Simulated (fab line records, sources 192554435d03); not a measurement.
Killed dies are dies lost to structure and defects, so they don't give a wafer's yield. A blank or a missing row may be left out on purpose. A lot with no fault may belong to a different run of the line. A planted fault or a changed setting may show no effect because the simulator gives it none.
A lot that was struck, set against a sound lot ; flow n5-finfet ; 42 out of 1938 route steps
Sound: these wafers, L561.1, L561.2, L561.5. Struck: wafer L571.6 (L571.1, L571.4, from the same lot, were not struck and are left out); the cause is given at the end.
For every step that has rows: the tool of each side, followed by ch and its chambers, followed by its first start. Under that, the readings that differ: sound wafers ; struck wafers ; difference of the means ; sigmas: that difference in standard deviations of wafers without a fault.
alike: same words and numbers on both sides, and readings whose means sit less than 2 such deviations apart. not compared: any withheld reading, any reading some wafer has no value for, any bound like >300 that may hide the same value, and any number with overlapping values for which the record gives no deviation.
A row with sigmas, a row that says differs or no value, or rows on one side alone: a step with any of these is where the two part. Non-overlapping numbers with no deviation appear without sigmas and do not part them. A reading that every wafer of one side lacks parts them only if that side has two wafers or more.

first, 4 steps without rows for these wafers: N5_PASSIVATION_EXPOSE_07 (exposes mask TV, defocus 0 nm, target cd 3000 nm); N5_PASSIVATION_PEB_08; N5_PASSIVATION_DEVELOP_09 (develop time 60 s); N5_PASSIVATION_HARDBAKE_11 (time 120 s).
N5_PASSIVATION_CD_MEAS_10: the cd target is 3000 nm.
  sound on cd-sem-03 ch 0, day 14 00:13; struck on cd-sem-01 ch 0, day 15 23:37
  alike: cd-nm
N5_PASSIVATION_OVL_MEAS_60:
  sound on overlay-01 ch 0, day 14 00:14; struck on overlay-02 ch 0, day 15 23:38
  alike: TV_OVL
N5_PASSIVATION_INSPECT_61: inspects for defects (macro).
  sound: defect-inspect-01 at day 14 00:16; struck: defect-inspect-01 at day 15 23:40
  alike: raw-defect-count
then, 2 steps without rows for these wafers: N5_PASSIVATION_DESCUM_12 (chemistry O2, time 7.9 s); N5_PASSIVATION_PASS_ETCH_74 (etches SiNx in CF4/O2, target depth 220 nm, time 110 s).
N5_PASSIVATION_VIA_ETCH_13: etches SiO2 in CHF3/O2, target depth 660 nm, time 330 s.
  sound on rie-diel-04 ch 0,1, day 14 00:28; struck on rie-diel-04 ch 3, day 16 00:06
reading;sound;struck;difference;sigmas
oes-product-au (a.u.);0.63 0.61 0.64;0.85;+0.22;+3
  alike: drypump-motor-current-A, etch-rf-on-time-s, rf-vpp-V, showerhead-plenum-p-Torr, throttle-valve-pct
  not compared: rf-hours-counter-h
then, 1 step without rows for these wafers: N5_PASSIVATION_STRIP_14 (strips in O2).
N5_PASSIVATION_ETCH_15: etches SiCN in CF4/N2, target depth 75 nm, time 81.2 s.
  sound: rie-diel-04 ch 0,1; struck: rie-diel-04 ch 3
reading;sound;struck;difference;sigmas
oes-product-au (a.u.);0.69 0.67 0.69;0.94;+0.26;+3
  alike: drypump-motor-current-A, rf-vpp-V, showerhead-plenum-p-Torr, throttle-valve-pct
  not compared: rf-hours-counter-h
N5_PASSIVATION_STRIP_73: strips in post etch residue remover, time 60 s.
  sound on wet-bench-01 ch 3,6,7, day 14 00:49; struck on wet-bench-06 ch 5,6,7, day 16 00:27
then, 13 steps without rows for these wafers: N5_PASSIVATION_SRD_17 (time 30 s, dry time 30 s); N5_PASSIVATION_DEGAS_18 (time 60 s); N5_PASSIVATION_PRE_CLEAN_19; N5_PASSIVATION_SPUTTER_20 (material TaN, target thk 50 nm); N5_PASSIVATION_AL_DEP_21 (deposits Al, target thk 2800 nm, time 170 s); N5_PASSIVATION_HMDS_23 (time 60 s); N5_PASSIVATION_COAT_24; N5_PASSIVATION_EBR_26; N5_PASSIVATION_SOFTBAKE_25 (time 90 s); N5_PASSIVATION_EXPOSE_27 (exposes mask PAD, defocus 0 nm); N5_PASSIVATION_PEB_28; N5_PASSIVATION_DEVELOP_29 (develop time 60 s); N5_PASSIVATION_HARDBAKE_31 (time 120 s).
N5_PASSIVATION_CD_MEAS_30: the cd target is 4000 nm.
  sound on cd-sem-03 ch 0, day 14 02:30; struck on cd-sem-02 ch 0, day 16 01:23
  alike: cd-nm
N5_PASSIVATION_OVL_MEAS_63:
  sound on overlay-01 ch 0, day 14 02:32; struck on overlay-02 ch 0, day 16 01:25
  alike: PAD_OVL
N5_PASSIVATION_DESCUM_32: chemistry O2, time 7.9 s.
  sound on rie-diel-06 ch 0,3, day 14 02:41; struck on rie-diel-06 ch 2, day 16 02:03
reading;sound;struck;difference;sigmas
drypump-motor-current-A (A);6.0 5.8 5.8;4.9;-1.0;-2
  alike: oes-product-au, rf-vpp-V, showerhead-plenum-p-Torr, throttle-valve-pct
  not compared: rf-hours-counter-h
then, 2 steps without rows for these wafers: N5_PASSIVATION_AL_ETCH_33 (etches Al in Cl2/BCl3, stops on TaN, target depth 2800 nm, time 466.7 s); N5_PASSIVATION_ETCH_59 (etches TaN in Cl2/BCl3, target depth 65 nm, time 34.9 s).
N5_PASSIVATION_STRIP_34: strips in O2.
  sound on rie-diel-03 ch 0,1, day 14 03:17; struck on rie-diel-03 ch 1, day 16 02:49
  alike: drypump-motor-current-A, oes-product-au, rf-vpp-V, showerhead-plenum-p-Torr, throttle-valve-pct
  not compared: rf-hours-counter-h
then, 4 steps without rows for these wafers: N5_PASSIVATION_STRIP_51 (strips in post etch residue remover, time 1200 s); N5_PASSIVATION_CLEAN_69 (cleans in IPA, time 180 s); N5_PASSIVATION_SRD_70 (time 30 s); N5_PASSIVATION_PECVD_53 (deposits SiO2 from TEOS/O2, target thk 800 nm, time 169.4 s).
N5_PASSIVATION_PECVD_35: deposits SiNx from SiH4/NH3/N2, target thk 700 nm, time 151.3 s.
  sound on pecvd-04 ch 0,1, day 14 03:57; struck on pecvd-01 ch 1, day 16 03:25
  alike: heater-power-w, showerhead-plenum-p-Torr, throttle-valve-pct
then, 4 steps without rows for these wafers: N5_PASSIVATION_HMDS_37 (time 60 s); N5_PASSIVATION_COAT_38; N5_PASSIVATION_EBR_40; N5_PASSIVATION_SOFTBAKE_39 (time 120 s).
N5_PASSIVATION_PROBE_49:
  record: rows for the struck wafers here (prober-01, day 16 07:22), none for the sound ones

WHERE THEY PART
Last at N5_PASSIVATION_PROBE_49 as far as this record goes, first at N5_PASSIVATION_VIA_ETCH_13.

WHY: what the simulator had put in
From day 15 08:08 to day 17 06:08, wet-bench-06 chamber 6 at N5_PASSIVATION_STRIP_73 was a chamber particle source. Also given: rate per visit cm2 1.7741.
